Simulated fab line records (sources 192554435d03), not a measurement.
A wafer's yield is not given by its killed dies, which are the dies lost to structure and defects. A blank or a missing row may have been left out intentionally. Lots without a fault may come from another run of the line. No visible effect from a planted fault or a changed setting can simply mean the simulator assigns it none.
Comparing a struck lot with a sound one    flow n5 finfet    14 out of 1938 route steps
Sound: the wafers L739.1, L739.3, L739.5. Struck: wafer L745.3 (left out: L745.6, a lot-mate that was not struck); the cause follows at the end.
Each step with rows lists, per side, the tool, then ch with its chambers, then its first start. Under that, the readings that differ: sound wafers    struck wafers    difference of the means    sigmas: that difference in standard deviations of wafers without a fault.
alike: readings with means less than 2 such deviations apart, plus words and numbers identical on both sides. not compared: withheld readings, readings lacking a value on some wafer, bounds such as >300 that could conceal the same value, and numbers that have no deviation in the record and whose values overlap.
A row with sigmas, a row that says differs or no value, or rows on one side alone: a step with any of these is where the two part. When numbers do not overlap yet have no deviation, they are printed without sigmas and do not part them. Lack of a reading on every wafer of one side parts them only where that side has two or more wafers.

N5_BEOL_M10_STRIP_77: strips in N2/H2, time 10 s.
  sound: rie diel-04 ch 0,1; struck: rie diel-04 ch 3
reading                          sound           struck  difference  sigmas
showerhead plenum p Torr (Torr)  2.62 2.67 2.67  2.45    -0.20       -2
  alike: drypump motor current A, n2 flow sccm, oes product au, rf vpp V, throttle valve pct
  not compared: rf hours counter h
N5_BEOL_M10_OCD_MEAS_38:
  sound: ocd-02 at day 11 15:07; struck: ocd-02 at day 12 21:35
  alike: trench depth nm
then, 4 steps without rows for these wafers: N5_BEOL_M10_HM_STRIP_39 (strips TiN in peroxide tin strip, target depth 25 nm, time 158 s); N5_BEOL_M10_SRD_40 (time 30 s); N5_BEOL_M10_PRECLEAN_42 (cleans in residue remover, time 60 s); N5_BEOL_M10_SRD_43 (time 30 s).
N5_BEOL_M10_CD_MEAS_35: target cd 70 nm.
  sound: cd sem-03 at day 11 15:16; struck: cd sem-03 at day 12 21:45
  alike: cd nm
then, 1 step without rows for these wafers: N5_BEOL_M10_CURE_72 (cures SiCOH lowk, time 120 s).
N5_BEOL_M10_DEGAS_44: time 60 s.
  sound: pvd sputter-02 at day 11 16:14; struck: pvd sputter-03 at day 12 22:13
  alike: heater power w
N5_BEOL_M10_PRE_CLEAN_45: time 30 s.
  sound: pvd sputter-02 at day 11 16:16; struck: pvd sputter-03 at day 12 22:16
  alike: heater power w
then, 1 step without rows for these wafers: N5_BEOL_M10_ALD_74 (deposits TaN, target thk 2 nm, pulse time 2 s, purge time 3 s).
N5_BEOL_M10_SURFACE_TREAT_76:
  sound: pvd sputter-02 at day 11 16:38; struck: pvd sputter-01 at day 12 22:40
  not compared: throttle valve pct
N5_BEOL_M10_CVD_75: deposits Co from CCTBA/H2, target thk 2 nm, time 138.9 s.
  sound on cvd co-01 ch 0,1, day 11 16:41; struck on cvd co-01 ch 0, day 12 22:49
reading           sound              struck  difference  sigmas
run length s (s)  161.0 162.0 161.7  80.0    -81.6       -99 or more
N5_BEOL_M10_SPUTTER_48: material Cu, target thk 12 nm, time 2 s.
  sound: pvd sputter-02 at day 11 16:50; struck: pvd sputter-03 at day 12 22:57
  alike: throttle valve pct

== WHERE THEY PART ==
First at N5_BEOL_M10_STRIP_77; last, within this record, at N5_BEOL_M10_CVD_75. Later steps at which nothing parts them and some readings are alike: N5_BEOL_M10_SPUTTER_48.

WHY: whatever the simulator had introduced
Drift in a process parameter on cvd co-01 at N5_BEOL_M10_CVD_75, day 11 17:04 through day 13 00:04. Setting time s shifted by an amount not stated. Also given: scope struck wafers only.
